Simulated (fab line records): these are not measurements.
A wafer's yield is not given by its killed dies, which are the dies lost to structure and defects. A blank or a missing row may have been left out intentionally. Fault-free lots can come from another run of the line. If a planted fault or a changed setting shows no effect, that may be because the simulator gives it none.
Matching of chambers || flow n5_finfet || N5_BEOL_M3_ALD_84 on ald_metal-01 has 4 sister chambers
The step deposits TaN, pulse time 2 s, purge time 3 s, co reactant purge time 2 s. 14 wafers are shown with their chamber, then 7 later ones without.

## WAFERS PAIRED WITH THEIR CHAMBERS
{"wafer": "L079.1", "chamber": 1, "heater_power_w (W)": 390}
{"wafer": "L079.4", "chamber": 3, "heater_power_w (W)": 447}
{"wafer": "L079.5", "chamber": 1, "heater_power_w (W)": 384}
{"wafer": "L081.2", "chamber": 0, "heater_power_w (W)": 524}
{"wafer": "L081.3", "chamber": 3, "heater_power_w (W)": 460}
{"wafer": "L081.6", "chamber": 3, "heater_power_w (W)": 451}
{"wafer": "L080.3", "chamber": 3, "heater_power_w (W)": 464}
{"wafer": "L080.4", "chamber": 0, "heater_power_w (W)": 526}
{"wafer": "L080.5", "chamber": 3, "heater_power_w (W)": 454}
{"wafer": "L083.2", "chamber": 3, "heater_power_w (W)": 460}
{"wafer": "L083.3", "chamber": 2, "heater_power_w (W)": 483}
{"wafer": "L083.5", "chamber": 3, "heater_power_w (W)": 455}
{"wafer": "L084.2", "chamber": 2, "heater_power_w (W)": 472}
{"wafer": "L084.3", "chamber": 3, "heater_power_w (W)": 457}

SIGNATURES (means of the wafers above)
{"reading": "heater_power_w", "chamber 0": 525.00, "chamber 1": 387.00, "chamber 2": 477.50, "chamber 3": 456.00, "scatter within a chamber": 5.37}
Rule: a wafer lies at a distance from a chamber equal to the root of the sum of squares, over the readings, of (its reading less the chamber's mean, divided by the reading's scatter). If the next closest chamber is less than 2 further off than the closest, the wafer can't be placed; otherwise it belongs to the closest. The scatter: the root of (the sum of the squares of (reading less its chamber's mean) over the shown wafers, divided by (wafers less chambers)).

## WAFERS WITH NO CHAMBER GIVEN
{"wafer": "L084.5", "heater_power_w (W)": 446}
{"wafer": "L093.2", "heater_power_w (W)": 482}
{"wafer": "L093.4", "heater_power_w (W)": 390}
{"wafer": "L093.5", "heater_power_w (W)": 470}
{"wafer": "L095.2", "heater_power_w (W)": 444}
{"wafer": "L095.5", "heater_power_w (W)": 532}
{"wafer": "L095.6", "heater_power_w (W)": 449}

## CHAMBER TAKEN BY EACH
{"wafer": "L084.5", "from the rows above": 3, "in truth": 3}
{"wafer": "L093.2", "from the rows above": 2, "in truth": 2}
{"wafer": "L093.4", "from the rows above": 1, "in truth": 1}
{"wafer": "L093.5", "from the rows above": "can't be placed: 2 or 3", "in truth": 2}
{"wafer": "L095.2", "from the rows above": 3, "in truth": 3}
{"wafer": "L095.5", "from the rows above": 0, "in truth": 0}
{"wafer": "L095.6", "from the rows above": 3, "in truth": 3}
Placed correctly: 6 of 7. Unplaceable from these rows: 1, with the true chamber sitting among the candidates in 1. 0 placed wrongly.
